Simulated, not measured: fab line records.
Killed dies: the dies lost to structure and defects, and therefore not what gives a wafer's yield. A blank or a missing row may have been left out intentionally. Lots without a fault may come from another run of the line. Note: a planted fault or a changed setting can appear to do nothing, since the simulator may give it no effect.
Which tool is to blame? | flow nand-harc | 36 wafers from 12 lots sampled at 5 of the route's 1159 steps

== WHAT EACH GAUGE READ, for each wafer ==
NHARC_A_BONDPAD_THK_MEAS_30: measures by ellipsometry. Usual: thk-nm at 199.7 nm, with a standard deviation of 1.8.
lot  | measured     | on            | thk-nm (nm)       | flag
L961 | day 18 02:11 | film-metro-02 | 199.8 198.8 200.5 |
L962 | day 18 05:14 | film-metro-02 | 201.5 201.3 199.5 |
L970 | day 19 18:50 | film-metro-01 | 197.2 203.1 200.4 |
L966 | day 20 01:35 | film-metro-01 | 199.0 201.8 201.2 |
L968 | day 20 04:09 | film-metro-01 | 199.7 200.8 200.4 |
L971 | day 20 16:29 | film-metro-02 | 199.7 199.0 200.5 |
L972 | day 20 16:52 | film-metro-01 | 198.2 199.9 199.7 |
L973 | day 20 20:08 | film-metro-02 | 197.6 199.1 199.3 |
L978 | day 22 13:29 | film-metro-01 | 199.5 198.0 198.8 |
L983 | day 23 20:38 | film-metro-02 | 199.7 201.6 197.3 |
L981 | day 23 20:55 | film-metro-02 | 195.8 198.3 195.7 |
L982 | day 24 00:34 | film-metro-02 | 200.7 200.3 201.8 |

NHARC_A_BONDPAD_OVL_MEAS_35. Usual: overlay-x-nm -1 nm, standard deviation 6.9; overlay-y-nm 0 nm, standard deviation 6.5.
lot  | measured     | on         | overlay-x-nm (nm) | overlay-y-nm (nm) | flag
L961 | day 18 02:43 | overlay-02 | 2 2 2             | 7 7 6             |
L962 | day 18 05:53 | overlay-02 | 12 13 12          | -6 -6 -6          |
L970 | day 19 19:29 | overlay-01 | 3 4 4             | -16 -16 -16       |
L966 | day 20 02:14 | overlay-01 | 0 0 0             | -3 -2 -2          |
L968 | day 20 04:48 | overlay-02 | -5 -5 -6          | 8 8 8             |
L971 | day 20 17:10 | overlay-02 | 10 10 10          | -1 -1 -1          |
L972 | day 20 17:24 | overlay-01 | -6 -5 -6          | -1 -1 -1          |
L973 | day 20 20:48 | overlay-01 | 5 4 5             | 6 6 5             |
L978 | day 22 14:02 | overlay-01 | -14 -14 -14       | -4 -5 -5          |
L983 | day 23 21:17 | overlay-01 | -6 -6 -6          | 5 4 4             |
L981 | day 23 21:34 | overlay-02 | 3 3 3             | -10 -10 -10       |
L982 | day 24 01:05 | overlay-01 | 4 4 4             | -1 -1 -1          |

NHARC_END_SORT_01. Usual: defect-limited-yield 95.5 %, standard deviation 1.4; killed-at-array 26, standard deviation 9.7; killed-at-other 1.0, standard deviation 1.2; killed-at-periphery 3.9, standard deviation 2.6; killed-dies 31, standard deviation 9.7; killed-open 3.2, standard deviation 1.8; killed-short 2.0, standard deviation 1.3; sort_bin_2_pct 1.4 %, standard deviation 0.6; sort_bin_3_pct 0.23 %, standard deviation 0.2; sort_bin_4_pct 2.9 %, standard deviation 0.97; sort-n-pass 646, standard deviation 9.7; sort-rim-yield-pct 95.7 %, standard deviation 2.6; sort-yield-pct 95.5 %, standard deviation 1.4.
lot  | measured     | on        | defect-limited-yield (%) | killed-at-array | killed-at-other | killed-at-periphery | killed-dies | killed-open | killed-short | sort_bin_2_pct (%) | sort_bin_3_pct (%) | sort_bin_4_pct (%) | sort-n-pass | sort-rim-yield-pct (%) | sort-yield-pct (%) | flag
L968 | day 21 12:04 | prober-02 | 95.4 93.2 95.4           | 27 40 27        | 0 1 2           | 4 5 2               | 31 46 31    | 3 6 3       | 0 2 2        | 1.6 2.4 1.5        | 0 0.30 0.30        | 3.0 4.1 2.8        | 646 631 646 | 90.6 92.5 89.6         | 95.4 93.2 95.4     |
L971 | day 22 04:25 | prober-02 | 98.1 96.3 96.2           | 12 18 18        | 0 3 2           | 1 4 6               | 13 25 26    | 2 3 3       | 1 3 5        | 0.6 1.0 1.0        | 0 0.15 0.15        | 1.3 2.5 2.7        | 664 652 651 | 99.1 95.3 98.1         | 98.1 96.3 96.2     |
L972 | day 22 00:55 | prober-01 | 95.9 96.6 94.7           | 19 14 29        | 3 1 2           | 6 8 5               | 28 23 36    | 2 4 4       | 2 3 5        | 1.6 0.9 1.2        | 0.44 0 0.30        | 2.1 2.5 3.8        | 649 654 641 | 91.5 91.5 94.3         | 95.9 96.6 94.7     |
L973 | day 22 10:20 | prober-01 | 93.6 94.1 94.1           | 38 33 33        | 0 0 0           | 5 7 7               | 43 40 40    | 2 0 5       | 2 0 1        | 2.2 1.5 2.7        | 0 0 0.30           | 4.1 4.4 3.0        | 634 637 637 | 94.3 92.5 98.1         | 93.6 94.1 94.1     |
L978 | day 23 23:39 | prober-02 | 96.9 97.3 96.2           | 14 15 20        | 0 0 0           | 7 3 6               | 21 18 26    | 2 1 5       | 2 1 2        | 0.4 0.4 1.6        | 0.15 0.30 0.30     | 2.5 1.9 1.9        | 656 659 651 | 96.2 95.3 98.1         | 96.9 97.3 96.2     |
L981 | day 25 03:33 | prober-01 | 96.3 96.0 96.8           | 18 20 21        | 3 2 1           | 4 5 0               | 25 27 22    | 5 2 3       | 0 1 0        | 1.0 1.3 0.7        | 0.15 0.30 0.30     | 2.5 2.4 2.2        | 652 650 655 | 98.1 100.0 98.1        | 96.3 96.0 96.8     |
L982 | day 25 11:17 | prober-02 | 94.1 92.6 95.4           | 31 38 24        | 1 2 2           | 8 10 5              | 40 50 31    | 3 4 1       | 2 4 2        | 1.8 3.2 1.5        | 0.59 0.15 0.15     | 3.5 4.0 3.0        | 637 627 646 | 95.3 87.7 95.3         | 94.1 92.6 95.4     |

== WHAT TOOL EACH LOT RAN ON (gives the tool, then ch and the chambers of the sampled wafers, and finally the start) ==
lot  | NHARC_A_BONDPAD_DEP_00                     | NHARC_A_BONDPAD_ETCH_24
L961 | pecvd-03 ch 0,1, day 18 01:31              | rie-diel-03 ch 1,2,3, day 18 03:24
L962 | pecvd-01 ch 0,1,2, day 18 04:37            | rie-diel-03 ch 0,1,2, day 18 06:33
L970 | pecvd-01 ch 0,1,2, day 19 18:16            | rie-diel-03 ch 0,1, day 19 20:19
L966 | pecvd-01 ch 0,1,2, day 20 01:04            | rie-diel-11 ch 0,2,3, day 20 02:58
L968 | pecvd-03 ch 0,2, day 20 03:31              | rie-diel-03 ch 1,2, day 20 05:28
L971 | pecvd-03 ch 1,2, day 20 15:49              | rie-diel-03 ch 0,2,3, day 20 17:53
L972 | pecvd-01 ch 0,1,2, day 20 16:52 or earlier | rie-diel-03 ch 1,2, day 20 18:11
L973 | pecvd-01 ch 0,1,2, day 20 20:08 or earlier | rie-diel-03 ch 2,3, day 20 21:29
L978 | pecvd-03 ch 1,2, day 22 12:51              | rie-diel-03 ch 1,2, day 22 14:42
L983 | pecvd-03 ch 0,1, day 23 20:01              | rie-diel-13 ch 0,2,3, day 23 21:58
L981 | pecvd-02 ch 0,1,2, day 23 20:20            | rie-diel-03 ch 1,2,3, day 23 22:15
L982 | pecvd-02 ch 0,2, day 24 00:34 or earlier   | rie-diel-03 ch 0,2,3, day 24 01:45
- NHARC_A_BONDPAD_DEP_00: deposits SiCN, target thk 250 nm.
- NHARC_A_BONDPAD_ETCH_24: etches the open film in CF4/N2, target depth 30 nm, time 72.99 s.

== WHAT THE TOOLS THEMSELVES READ (means of the sampled wafers that have a number; where no wafer has one, the mark that the record gives instead) ==
NHARC_A_BONDPAD_DEP_00. Usual: heater-power-w at 600 W, with a standard deviation of 60.
lot  | tool     | heater-power-w (W) | flag
L961 | pecvd-03 | 649                |
L962 | pecvd-01 | 549                |
L970 | pecvd-01 | 573                |
L966 | pecvd-01 | 588                |
L968 | pecvd-03 | 616                |
L971 | pecvd-03 | 648                |
L972 | pecvd-01 | 564                |
L973 | pecvd-01 | 568                |
L978 | pecvd-03 | 639                |
L983 | pecvd-03 | 592                |
L981 | pecvd-02 | 575                |
L982 | pecvd-02 | 663                |

NHARC_A_BONDPAD_ETCH_24. Usual: drypump-motor-current-A 5.7 A, standard deviation 0.44; n2-flow-sccm 99.97 sccm, standard deviation 0.3; oes-product-au 1.000 a.u., standard deviation 0.014; rf-vpp-V 315.0 V, standard deviation 2; showerhead-plenum-p-Torr 2.68 Torr, standard deviation 0.11; throttle-valve-pct 19.794 %, standard deviation 0.0094.
lot  | tool        | drypump-motor-current-A (A) | n2-flow-sccm (sccm) | oes-product-au (a.u.) | rf-vpp-V (V) | showerhead-plenum-p-Torr (Torr) | throttle-valve-pct (%) | flag
L961 | rie-diel-03 | 5.5                         | 100.19              | 0.998                 | 317.0        | 2.74                            | 19.800                 |
L962 | rie-diel-03 | 5.5                         | 99.91               | 0.996                 | 315.1        | 2.65                            | 19.795                 |
L970 | rie-diel-03 | 5.3                         | 100.00              | 1.006                 | 314.7        | 2.67                            | 19.791                 |
L966 | rie-diel-11 | 5.7                         | 100.19              | 1.002                 | 313.7        | 2.62                            | 19.794                 |
L968 | rie-diel-03 | 5.4                         | 99.50               | 0.995                 | 315.5        | 2.71                            | 19.794                 |
L971 | rie-diel-03 | 5.7                         | 99.89               | 0.991                 | 315.2        | 2.66                            | 19.800                 |
L972 | rie-diel-03 | 5.3                         | 99.72               | 1.010                 | 316.3        | 2.73                            | 19.795                 |
L973 | rie-diel-03 | 5.7                         | 99.89               | 0.983                 | 316.6        | 2.75                            | 19.789                 |
L978 | rie-diel-03 | 5.5                         | 99.91               | 1.000                 | 315.9        | 2.71                            | 19.798                 |
L983 | rie-diel-13 | 6.1                         | 99.85               | 1.015                 | 316.2        | 2.76                            | 19.801                 |
L981 | rie-diel-03 | 5.5                         | 100.03              | 1.385                 | 315.4        | 2.74                            | 19.792                 | OFF
L982 | rie-diel-03 | 5.8                         | 99.95               | 1.393                 | 314.3        | 2.66                            | 19.788                 | OFF

== THE ANSWER, worked out from the rows above alone ==
Rule: a lot is off if the mean of its wafers that have a number lies more than 3 standard deviations from the usual mean. Also off: a lot with no number at a reading for which 4 or more lots have one. Any other lot the step has rows for is counted as sound. First the gauges in route order, then the tools' own readings, where a lot's mean is used as printed above. At the first step where some lot is off, the reading lying furthest off is the one used; lots without a number count as furthest.
Off, at NHARC_A_BONDPAD_ETCH_24 on oes-product-au: L981, L982.
If a tool, at that step or one of the process steps before it, ran each lot that is off and ran no sound lot following the first of them, it fits. NHARC_A_BONDPAD_DEP_00: start missing for some lots; hours and lot order therefore follow NHARC_A_BONDPAD_THK_MEAS_30. 2 tools fit, pecvd-02 at NHARC_A_BONDPAD_DEP_00 and rie-diel-03 at NHARC_A_BONDPAD_ETCH_24, so this cannot tell which one it is.

== WHAT WAS PUT IN BY THE SIMULATOR ==
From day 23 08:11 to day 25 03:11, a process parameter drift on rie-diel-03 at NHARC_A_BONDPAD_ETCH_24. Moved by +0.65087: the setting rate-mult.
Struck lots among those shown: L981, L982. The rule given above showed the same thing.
